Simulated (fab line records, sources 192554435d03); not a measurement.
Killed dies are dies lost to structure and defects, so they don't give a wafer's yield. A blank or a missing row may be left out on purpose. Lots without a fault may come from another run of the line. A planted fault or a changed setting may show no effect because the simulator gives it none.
Which tool did it? | flow n5_finfet | 24 lots, 72 wafers sampled, at 3 steps of a route of 1938

WHAT THE GAUGES READ, wafer by wafer
N5_BEOL_M1_CD_MEAS_18: pitch 36 nm, target cd 18 nm.
lot  | measured     | on        | cd_nm (nm)
L074 | day 6 07:20  | cd_sem-02 | 18.1 18.5 18.2
L075 | day 6 10:14  | cd_sem-03 | 18.5 18.4 18.5
L077 | day 6 20:17  | cd_sem-01 | 18.3 18.2 17.9
L076 | day 6 20:43  | cd_sem-02 | 17.9 18.2 18.1
L078 | day 7 05:03  | cd_sem-02 | 17.8 17.4 18.0
L079 | day 7 05:18  | cd_sem-02 | 18.0 18.1 18.3
L080 | day 7 10:07  | cd_sem-03 | 17.8 17.8 17.9
L081 | day 7 20:26  | cd_sem-03 | 18.3 18.0 18.1
L082 | day 8 04:03  | cd_sem-03 | 17.4 17.0 17.3
L083 | day 8 12:11  | cd_sem-02 | 18.4 17.6 18.0
L084 | day 8 16:48  | cd_sem-01 | 18.4 17.8 18.1
L086 | day 8 21:16  | cd_sem-02 | 18.4 18.1 17.5
L085 | day 9 07:44  | cd_sem-02 | 18.1 17.8 18.2
L087 | day 9 13:26  | cd_sem-01 | 17.8 17.7 17.7
L088 | day 9 13:28  | cd_sem-02 | 18.0 18.6 18.7
L089 | day 9 21:26  | cd_sem-01 | 17.8 18.2 18.0
L090 | day 10 08:38 | cd_sem-02 | 18.2 18.0 18.1
L092 | day 10 11:19 | cd_sem-02 | 18.4 18.1 18.0
L091 | day 10 11:35 | cd_sem-01 | 18.5 18.4 18.4
L093 | day 10 23:20 | cd_sem-02 | 18.5 18.7 18.8
L094 | day 10 23:44 | cd_sem-02 | 17.9 17.6 18.5
L095 | day 11 11:14 | cd_sem-03 | 18.4 18.1 18.0
L096 | day 11 19:31 | cd_sem-03 | 17.8 18.2 18.4
L097 | day 12 01:55 | cd_sem-01 | 18.1 18.4 17.9

WHICH TOOL RAN EACH LOT (tool, then ch and the chambers of the sampled wafers, then the start)
lot  | N5_BEOL_M0_ANNEAL_117        | N5_BEOL_M1_ETCH_63
L074 | pvd_sputter-03, day 6 03:40  | rie_diel-03 ch 0,1,3, day 6 06:57
L075 | pvd_sputter-03, day 6 07:24  | rie_diel-06 ch 0,2,3, day 6 09:52
L077 | pvd_sputter-03, day 6 16:41  | rie_diel-05 ch 0,1, day 6 19:51
L076 | pvd_sputter-02, day 6 16:47  | rie_diel-05 ch 0,1, day 6 20:20
L078 | pvd_sputter-03, day 7 00:52  | rie_diel-03 ch 1,3, day 7 04:40
L079 | pvd_sputter-02, day 7 02:14  | rie_diel-06 ch 0,2,3, day 7 04:55
L080 | pvd_sputter-01, day 7 06:54  | rie_diel-03 ch 0,1,3, day 7 09:44
L081 | pvd_sputter-03, day 7 16:00  | rie_diel-06 ch 0,1, day 7 20:03
L082 | pvd_sputter-03, day 8 00:14  | rie_diel-03 ch 1,2,3, day 8 03:40
L083 | pvd_sputter-03, day 8 08:08  | rie_diel-05 ch 1,2,3, day 8 11:48
L084 | pvd_sputter-03, day 8 10:32  | rie_diel-03 ch 0,1,3, day 8 16:19
L086 | pvd_sputter-03, day 8 17:31  | rie_diel-06 ch 0,1,3, day 8 20:53
L085 | pvd_sputter-02, day 9 03:38  | rie_diel-03 ch 0,1,3, day 9 07:16
L087 | pvd_sputter-03, day 9 07:34  | rie_diel-03 ch 0,1,3, day 9 12:55
L088 | pvd_sputter-03, day 9 08:43  | rie_diel-05 ch 0,3, day 9 12:59
L089 | pvd_sputter-02, day 9 17:16  | rie_diel-03 ch 0,1,3, day 9 21:04
L090 | pvd_sputter-02, day 10 03:56 | rie_diel-05 ch 0,1,3, day 10 08:13
L092 | pvd_sputter-02, day 10 08:16 | rie_diel-05 ch 0,1,3, day 10 10:56
L091 | pvd_sputter-02, day 10 08:45 | rie_diel-06 ch 0,2,3, day 10 11:12
L093 | pvd_sputter-03, day 10 19:04 | rie_diel-06 ch 1,2,3, day 10 22:55
L094 | pvd_sputter-02, day 10 20:47 | rie_diel-03 ch 0,1,3, day 10 23:22
L095 | pvd_sputter-02, day 11 03:39 | rie_diel-05 ch 1,2, day 11 10:50
L096 | pvd_sputter-01, day 11 16:16 | rie_diel-06 ch 1,2,3, day 11 19:08
L097 | pvd_sputter-01, day 11 21:17 | rie_diel-03 ch 0,1, day 12 01:30
- N5_BEOL_M0_ANNEAL_117: time 60 s.
- N5_BEOL_M1_ETCH_63: etches SiARC in CF4, target depth 15.6 nm, time 26 s.

WHAT THE TOOLS THEMSELVES READ (means of the sampled wafers that have a number; where no wafer has one, the mark that the record gives instead)
N5_BEOL_M0_ANNEAL_117.
lot  | tool           | heater_power_w (W) | susceptor_temp_C_max
L074 | pvd_sputter-03 | 730                | 400.9
L075 | pvd_sputter-03 | 817                | 400.7
L077 | pvd_sputter-03 | 771                | 400.6
L076 | pvd_sputter-02 | 799                | 401.3
L078 | pvd_sputter-03 | 823                | 400.8
L079 | pvd_sputter-02 | 835                | 401.2
L080 | pvd_sputter-01 | 852                | 400.8
L081 | pvd_sputter-03 | 764                | 400.9
L082 | pvd_sputter-03 | 752                | 401.2
L083 | pvd_sputter-03 | 764                | 401.0
L084 | pvd_sputter-03 | 757                | 400.7
L086 | pvd_sputter-03 | 735                | 401.1
L085 | pvd_sputter-02 | 816                | 401.2
L087 | pvd_sputter-03 | 755                | 400.8
L088 | pvd_sputter-03 | 792                | 400.8
L089 | pvd_sputter-02 | 803                | 401.0
L090 | pvd_sputter-02 | 842                | 401.4
L092 | pvd_sputter-02 | 814                | 401.2
L091 | pvd_sputter-02 | 833                | 401.4
L093 | pvd_sputter-03 | 733                | 400.9
L094 | pvd_sputter-02 | 818                | 401.4
L095 | pvd_sputter-02 | 811                | 401.3
L096 | pvd_sputter-01 | 873                | 400.9
L097 | pvd_sputter-01 | 917                | 400.9

N5_BEOL_M1_ETCH_63.
lot  | tool        | bias_w (W) | cf4_flow_sccm (sccm) | drypump_motor_current_A (A) | etch_rf_on_time_s (s) | oes_product_au (a.u.) | rf_vpp_V (V) | showerhead_plenum_p_Torr (Torr) | throttle_valve_pct (%)
L074 | rie_diel-03 | 36.08      | 100.06               | 5.6                         | 25.7                  | 0.64                  | 183.7        | 2.11                            | 15.74
L075 | rie_diel-06 | 36.05      | 100.30               | 5.7                         | 26.3                  | 0.67                  | 184.4        | 2.15                            | 15.68
L077 | rie_diel-05 | 36.03      | 100.24               | 5.7                         | 25.4                  | 0.65                  | 184.1        | 2.12                            | 15.54
L076 | rie_diel-05 | 35.95      | 99.64                | 5.8                         | 25.4                  | 0.65                  | 184.4        | 2.12                            | 15.54
L078 | rie_diel-03 | 35.86      | 100.37               | 5.6                         | 25.3                  | 0.64                  | 183.1        | 2.12                            | 15.73
L079 | rie_diel-06 | 36.09      | 100.02               | 5.7                         | 26.0                  | 0.67                  | 184.1        | 2.15                            | 15.69
L080 | rie_diel-03 | 36.09      | 100.11               | 5.6                         | 25.5                  | 0.63                  | 182.9        | 2.11                            | 15.75
L081 | rie_diel-06 | 35.93      | 100.03               | 5.9                         | 26.2                  | 0.63                  | 184.1        | 2.20                            | 15.79
L082 | rie_diel-03 | 35.98      | 99.84                | 5.6                         | 25.8                  | 0.68                  | 184.8        | 2.16                            | 15.65
L083 | rie_diel-05 | 35.98      | 99.95                | 5.8                         | 25.5                  | 0.72                  | 183.7        | 2.19                            | 15.47
L084 | rie_diel-03 | 35.89      | 100.07               | 5.6                         | 25.6                  | 0.62                  | 183.8        | 2.11                            | 15.78
L086 | rie_diel-06 | 36.01      | 99.92                | 5.8                         | 26.1                  | 0.67                  | 184.8        | 2.18                            | 15.77
L085 | rie_diel-03 | 35.96      | 100.04               | 5.6                         | 25.6                  | 0.62                  | 182.8        | 2.10                            | 15.78
L087 | rie_diel-03 | 35.98      | 100.18               | 5.6                         | 25.8                  | 0.62                  | 182.9        | 2.10                            | 15.79
L088 | rie_diel-05 | 35.90      | 99.72                | 6.0                         | 26.1                  | 0.72                  | 183.8        | 2.20                            | 15.72
L089 | rie_diel-03 | 36.01      | 99.97                | 5.6                         | 25.7                  | 0.62                  | 183.6        | 2.10                            | 15.80
L090 | rie_diel-05 | 36.16      | 99.98                | 5.9                         | 25.3                  | 0.68                  | 184.2        | 2.16                            | 15.66
L092 | rie_diel-05 | 35.98      | 100.01               | 5.9                         | 25.6                  | 0.67                  | 183.9        | 2.16                            | 15.67
L091 | rie_diel-06 | 36.09      | 99.89                | 5.7                         | 26.0                  | 0.65                  | 183.4        | 2.15                            | 15.73
L093 | rie_diel-06 | 35.99      | 100.13               | 5.7                         | 26.3                  | 0.65                  | 184.6        | 2.17                            | 15.71
L094 | rie_diel-03 | 35.96      | 99.94                | 5.6                         | 25.4                  | 0.61                  | 183.3        | 2.10                            | 15.82
L095 | rie_diel-05 | 36.01      | 100.01               | 5.6                         | 25.0                  | 0.69                  | 184.9        | 2.16                            | 15.46
L096 | rie_diel-06 | 36.02      | 100.04               | 5.7                         | 26.4                  | 0.64                  | 184.1        | 2.17                            | 15.72
L097 | rie_diel-03 | 36.08      | 99.59                | 5.9                         | 25.5                  | 0.60                  | 183.4        | 2.07                            | 15.87

THE ANSWER, worked out from the rows above alone
Rule: what is usual is taken from the lots themselves. Put in order of their means at a reading, lots are off if they are a third of the lots or fewer, leave a main group of 4 or more, and stand apart from it by a gap of 3 or more times the standard deviation of the main group's means; of several such gaps the widest counts. A main group whose means are all the same, to the digits that the tables above print for the reading, isn't used. A lot without any number at a reading at which 4 lots or more have one is off too. The other lots that the step has rows for count as sound. The gauges are gone through in route order, then the tools' own readings, and for those a lot's mean is taken as printed above. The first step at which some lot is off is used, and at that step the reading that is off furthest; a lot without a number counts as furthest.
No lot is off at any reading shown: from this, nothing can be told.

WHAT THE SIMULATOR HAD PUT IN
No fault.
